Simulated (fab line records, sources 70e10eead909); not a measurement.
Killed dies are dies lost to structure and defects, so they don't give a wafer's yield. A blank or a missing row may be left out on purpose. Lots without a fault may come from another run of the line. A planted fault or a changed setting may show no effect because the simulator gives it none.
A struck lot beside a sound one | flow nand_harc | 14 steps out of a route of 1302
Sound: wafers L101.2, L101.3, L101.6. Struck: wafer L111.3. (L111.2, L111.5 of the same lot were not struck and are left out.) The cause comes at the end.
At each step with rows: each side's tool, then ch and its chambers, then its first start. Under that, the readings that differ: sound wafers | struck wafers | difference of the means | sigmas: that difference in standard deviations of wafers without a fault.
alike: readings whose means differ by less than 2 such deviations, and words and numbers that are the same on both sides. not compared: withheld readings, readings that some wafer has no value for, bounds like >300 that may hide the same value, and numbers for which the record gives no deviation and whose values overlap.
The two part at a step that has a row with sigmas, a row that says differs or no value, or rows on one side only. Numbers that don't overlap but have no deviation are shown without sigmas and don't part them. A reading that every wafer of one side lacks parts them only if that side has two wafers or more.

first, 6 steps without rows for these wafers: NHARC_A_CHANNEL_HOLE_D1_COAT_04 (resist thk 90 nm); NHARC_A_CHANNEL_HOLE_D1_SOFTBAKE_05 (time 55 s); NHARC_A_CHANNEL_HOLE_D1_EBR_06; NHARC_A_CHANNEL_HOLE_D1_EXPOSE_07 (exposes mask HOLE D1, target cd 100 nm); NHARC_A_CHANNEL_HOLE_D1_PEB_08 (peb time 65 s); NHARC_A_CHANNEL_HOLE_D1_DEVELOP_09 (develop time 35 s).
NHARC_A_CHANNEL_HOLE_D1_CD_MEAS_10: target cd 100 nm.
  sound on cd_sem-02 ch 0, day 11 14:26; struck on cd_sem-01 ch 0, day 15 16:14
  alike: cd_nm
NHARC_A_CHANNEL_HOLE_D1_OVL_MEAS_11:
  sound on overlay-01, day 11 14:32; struck on overlay-01, day 15 16:19
  alike: overlay_x_nm, overlay_y_nm
NHARC_A_CHANNEL_HOLE_D1_INSPECT_12:
  sound on defect_inspect-01, day 11 14:34; struck on defect_inspect-02, day 15 16:21
  alike: raw_defect_count
NHARC_A_CHANNEL_HOLE_D1_DESCUM_15: chemistry O2, time 3 s.
  sound on rie_diel-08 ch 0,2,3, day 11 14:38; struck on rie_diel-08 ch 2, day 15 16:25
  alike: drypump_motor_current_A, oes_product_au, rf_vpp_V, showerhead_plenum_p_Torr, throttle_valve_pct
  not compared: rf_hours_counter_h
NHARC_A_CHANNEL_HOLE_D1_ETCH_38: etches the open film in CF4, target depth 39 nm, time 65 s.
  sound on rie_diel-08 ch 0,1,2, day 11 14:43; struck on rie_diel-08 ch 3, day 15 16:30
  reading                     | sound       | struck | difference | sigmas
  drypump_motor_current_A (A) | 5.1 4.9 5.5 | 6.0    | +0.8       | +2
  alike: cf4_flow_sccm, oes_product_au, rf_vpp_V, run_length_s, showerhead_plenum_p_Torr, throttle_valve_pct
  not compared: rf_hours_counter_h
NHARC_A_CHANNEL_HOLE_D1_ETCH_39: etches the open film in N2/H2, target depth 260 nm, time 325 s.
  sound on rie_diel-08 ch 0,2; struck on rie_diel-08 ch 2
  alike: drypump_motor_current_A, oes_product_au, rf_vpp_V, run_length_s, showerhead_plenum_p_Torr, throttle_valve_pct
  not compared: rf_hours_counter_h
NHARC_A_CHANNEL_HOLE_D1_ETCH_34: etches the open film in CF4/CHF3, target depth 154 nm, time 77 s.
  sound on rie_diel-08 ch 0,3, day 11 15:03; struck on rie_diel-08 ch 1, day 15 16:50
  reading          | sound          | struck | difference | sigmas
  run_length_s (s) | 98.1 98.2 97.7 | 91.4   | -6.6       | -17
  alike: cf4_flow_sccm, drypump_motor_current_A, oes_product_au, rf_vpp_V, showerhead_plenum_p_Torr, throttle_valve_pct
  not compared: rf_hours_counter_h
NHARC_A_CHANNEL_HOLE_D1_ETCH_16: etches the open film in O2/COS, target depth 3100 nm, time 806 s.
  sound on rie_diel-08 ch 0,2,3; struck on rie_diel-08 ch 2
  alike: drypump_motor_current_A, oes_product_au, rf_vpp_V, run_length_s, showerhead_plenum_p_Torr, throttle_valve_pct
  not compared: rf_hours_counter_h

WHERE THEY PART
First at NHARC_A_CHANNEL_HOLE_D1_ETCH_38; last, within this record, at NHARC_A_CHANNEL_HOLE_D1_ETCH_34. Later steps at which nothing parts them and some readings are alike: NHARC_A_CHANNEL_HOLE_D1_ETCH_16.

WHY: what the simulator had put in
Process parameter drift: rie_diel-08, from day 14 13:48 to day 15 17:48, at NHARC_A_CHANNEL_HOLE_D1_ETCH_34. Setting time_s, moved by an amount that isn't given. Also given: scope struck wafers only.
